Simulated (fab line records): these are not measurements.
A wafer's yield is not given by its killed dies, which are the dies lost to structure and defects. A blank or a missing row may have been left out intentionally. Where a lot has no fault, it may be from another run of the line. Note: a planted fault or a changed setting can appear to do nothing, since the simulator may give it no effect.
Split-lot study + flow n5 finfet + on a route of 1938 steps: 7 lots, 21 wafers read

## SPLIT DETAILS
At N5_BEOL_M2_ETCH_70 (etches SOC in N2/H2, target depth 80 nm, overetch 24 nm, time 130 s), the setting bias w was moved away from the recipe's 150 W on 9 of the 21 wafers read, by -15.3% to +16.9%. This setting was run at the recipe's value on the other wafers.

The reading comes from the split's own step.

## THE READING
rf vpp V, in V, at N5_BEOL_M2_ETCH_70 (etches SOC in N2/H2, target depth 80 nm, overetch 24 nm, time 130 s). Typical for fault-free wafers on this fab line: 524.0 V, with standard deviation 2.4 V.

| wafer  | tool, chamber at the split | bias w as run, W | against the recipe | rf vpp V, V | against lot-mates on the recipe |
|--------|----------------------------|------------------|--------------------|-------------|---------------------------------|
| L074.1 | rie diel-01, 0             | 175.3            | +16.9%             | 579.7       | +58.2                           |
| L074.4 | rie diel-01, 1             | 175.3            | +16.9%             | 577.3       | +55.8                           |
| L074.5 | rie diel-01, 1             | 150              | recipe             | 521.5       | -                               |
| L080.2 | rie diel-01, 3             | 135.5            | -9.7%              | 494.2       | no lot-mate on the recipe       |
| L080.4 | rie diel-01, 2             | 135.5            | -9.7%              | 490.5       | no lot-mate on the recipe       |
| L080.5 | rie diel-01, 1             | 135.5            | -9.7%              | 489.7       | no lot-mate on the recipe       |
| L081.2 | rie diel-02, 3             | 150              | recipe             | 525.2       | -                               |
| L081.5 | rie diel-02, 0             | 150              | recipe             | 525.7       | -                               |
| L081.6 | rie diel-02, 3             | 133.8            | -10.8%             | 488.7       | -36.8                           |
| L085.3 | rie diel-03, 0             | 150              | recipe             | 522.2       | -                               |
| L085.4 | rie diel-03, 2             | 130              | -13.3%             | 476.5       | -47.6                           |
| L085.6 | rie diel-03, 1             | 150              | recipe             | 526.0       | -                               |
| L087.1 | rie diel-03, 1             | 150              | recipe             | 527.5       | -                               |
| L087.2 | rie diel-03, 2             | 150              | recipe             | 521.2       | -                               |
| L087.4 | rie diel-03, 0             | 150              | recipe             | 523.6       | -                               |
| L091.1 | rie diel-01, 1             | 150              | recipe             | 521.9       | -                               |
| L091.2 | rie diel-01, 0             | 127              | -15.3%             | 473.3       | -50.2                           |
| L091.6 | rie diel-01, 0             | 150              | recipe             | 525.1       | -                               |
| L095.2 | rie diel-03, 2             | 150              | recipe             | 519.4       | -                               |
| L095.3 | rie diel-03, 3             | 150              | recipe             | 523.1       | -                               |
| L095.6 | rie diel-03, 0             | 133.9            | -10.7%             | 487.0       | -34.2                           |

FIT RESULTS
A straight line over all 21 wafers: rf vpp V changes by +3.31 V for each +1% of bias w; r = +1.00; the points scatter about the line by 2.2 V.
The same after taking each lot's own level away (the mean of its wafers on the recipe; 18 wafers): +3.37 V for each +1%; r = +1.00; scatter 1.9 V.
That fit puts the effect of the largest move of bias w on the reading at 57 V.
The lots' own levels span 521.25 to 525.45 V, that is 1.8 times the standard deviation above.
Consequently the slope shifts little with the lot-to-lot level, the two slopes agreeing.
Check: with one of the wafers moved furthest among these (+16.9%) left out of the fit, the line predicts +56.3 V for it against its lot-mates. Against them it came out at +58.2 V.
Tool readings at the split's step, against how far the setting was moved: rf vpp V r = +1.00.

## FURTHER SPLITS ON THESE WAFERS
Before the reading, these wafers also passed through other splits. Each is held against what the fit with the lots' levels taken away leaves over:
| other split on the same wafers               | wafers away from the commonest value | r with rf vpp V (lot level and that fit taken away) |
|----------------------------------------------|--------------------------------------|-----------------------------------------------------|
| N5_MOL_CONTACT_COAG_EXPOSE_05 dose mj        | 6                                    | +0.02                                               |
| N5_MOL_CONTACT_COAG_CONTACT_ETCH_14 source w | 6                                    | -0.30                                               |
| N5_MOL_CONTACT_COAG_VIA_ETCH_117 bias w      | 9                                    | +0.02                                               |
| N5_BEOL_M0_SAQP_COAT_08 spin rpm             | 3                                    | +0.31                                               |

## THE WHOLE CHAIN: every reading that the file lists as answering this split, in the file's order
| step               | what it does                                                        | reading                                                                          | change (the file's fit)                | r (the file's) |
|--------------------|---------------------------------------------------------------------|----------------------------------------------------------------------------------|----------------------------------------|----------------|
| N5_BEOL_M2_ETCH_70 | etches SOC in N2/H2, target depth 80 nm, overetch 24 nm, time 130 s | rf vpp V                                                                         | +3.37 V for each +1% of the setting    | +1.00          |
| N5_BEOL_M2_ETCH_70 | etches SOC in N2/H2, target depth 80 nm, overetch 24 nm, time 130 s | SiARC_of_BEOL_M2_COAT_68.thk nm (the simulator's own value, which no gauge read) | -0.0766 nm for each +1% of the setting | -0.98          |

## FILE'S OWN FIT
rf vpp V changes by +3.37 V for each +1% of bias w, r = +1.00.
